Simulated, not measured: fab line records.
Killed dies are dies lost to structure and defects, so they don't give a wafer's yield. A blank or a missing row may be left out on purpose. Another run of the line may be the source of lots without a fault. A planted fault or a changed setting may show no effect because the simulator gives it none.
Split-lot study    flow n5Finfet    21 wafers read across 7 lots, on a route 1938 steps long

THE SPLIT ITSELF
At N5_BEOL_M1_COAT_05 (resist thk 30 nm), the setting spinRpm was moved away from the recipe's 1500 rpm on 8 of the 21 wafers read, by -9.7% to +9.7%. All remaining wafers had this setting at the recipe value.

FROM THE SPLIT TO THE READING: what the file shows between them, 4 steps
- N5_BEOL_M1_EBR_07
- N5_BEOL_M1_SOFTBAKE_06: time 60 s
- N5_BEOL_M1_EXPOSE_08: exposes mask M1
- N5_BEOL_M1_PEB_09: peb time 60 s

THE READING
CAR-EUV_of_BEOL_M1_COAT_05.thkNm (the simulator's own value, which no gauge read), in nm, at N5_BEOL_M1_DEVELOP_10 (develop time 30 s). The file gives no usual value for it.

wafer   tool, chamber at the split  spinRpm as run, rpm  against the recipe  CAR-EUV_of_BEOL_M1_COAT_05.thkNm, nm  against lot-mates on the recipe
L076.3  lithoTrack-02, 0            1565                 +4.3%               29                                    -0.6
L076.4  lithoTrack-02, 0            1565                 +4.3%               29                                    -0.6
L076.6  lithoTrack-02, 0            1500                 recipe              29.6                                  -
L078.1  lithoTrack-01, 0            1500                 recipe              29.6                                  -
L078.2  lithoTrack-01, 0            1355                 -9.7%               31                                    +1.4
L078.5  lithoTrack-01, 0            1355                 -9.7%               31                                    +1.4
L079.1  lithoTrack-01, 0            1413                 -5.8%               30.4                                  +0.8
L079.2  lithoTrack-01, 0            1413                 -5.8%               30.4                                  +0.8
L079.5  lithoTrack-01, 0            1500                 recipe              29.6                                  -
L081.1  lithoTrack-01, 0            1500                 recipe              29.6                                  -
L081.2  lithoTrack-01, 0            1500                 recipe              29.6                                  -
L081.4  lithoTrack-01, 0            1500                 recipe              29.6                                  -
L082.2  lithoTrack-02, 0            1500                 recipe              29.6                                  -
L082.3  lithoTrack-02, 0            1500                 recipe              29.6                                  -
L082.5  lithoTrack-02, 0            1375                 -8.3%               31                                    +1.4
L084.2  lithoTrack-01, 0            1500                 recipe              29.6                                  -
L084.3  lithoTrack-01, 0            1500                 recipe              29.6                                  -
L084.5  lithoTrack-01, 0            1500                 recipe              29.6                                  -
L095.2  lithoTrack-02, 0            1500                 recipe              29.6                                  -
L095.3  lithoTrack-02, 0            1500                 recipe              29.6                                  -
L095.5  lithoTrack-02, 0            1646                 +9.7%               28.4                                  -1.2

THE FIT
A straight line over all 21 wafers: CAR-EUV_of_BEOL_M1_COAT_05.thkNm changes by -0.141 nm for each +1% of spinRpm; r = -1.00; the points scatter about the line by 0.062 nm.
The same after taking each lot's own level away (the mean of its wafers on the recipe; 21 wafers): -0.141 nm for each +1%; r = -1.00; scatter 0.062 nm.
That fit puts the effect of the largest move of spinRpm on the reading at 1.4 nm.
The lots' own levels span 29.60 to 29.60 nm.
The two slopes are in agreement: the lot-to-lot level therefore moves the slope only a little.
Check: -1.42 nm against its lot-mates is what the line predicts for one of the wafers moved furthest among these (+9.7%) when that wafer is left out of the fit. Against them it came out at -1.2 nm.

THE OTHER SPLITS THESE WAFERS WENT THROUGH
Before the reading, these wafers also passed through other splits. Each is held against what the fit with the lots' levels taken away leaves over:
other split on the same wafers            wafers away from the commonest value  r with CAR-EUV_of_BEOL_M1_COAT_05.thkNm (lot level and that fit taken away)
N5_GATE_CUT_ETCH_36 cf4FlowSccm           4                                     -0.07
N5_MOL_CONTACT_COAG_SPUTTER_130 powerW    6                                     +0.00
N5_MOL_CONTACT_COAG_COAT_64 spinRpm       4                                     -0.33
N5_BEOL_M0_SAQP_SPACER1_ALD_98 aldCycles  8                                     -0.14
N5_BEOL_M0_ETCH_138 sourceW               6                                     -0.11

THE WHOLE CHAIN: every reading that the file lists as answering this split, in the file's order
step                   what it does       reading                                                                            change (the file's fit)                r (the file's)
N5_BEOL_M1_COAT_05     resist thk 30 nm   CAR-EUV_of_BEOL_M1_COAT_05.thkNm (the simulator's own value, which no gauge read)  -0.149 nm for each +1% of the setting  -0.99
N5_BEOL_M1_DEVELOP_10  develop time 30 s  CAR-EUV_of_BEOL_M1_COAT_05.thkNm (the simulator's own value, which no gauge read)  -0.142 nm for each +1% of the setting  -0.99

THE FILE'S OWN FIT
CAR-EUV_of_BEOL_M1_COAT_05.thkNm changes by -0.142 nm for each +1% of spinRpm, r = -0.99.
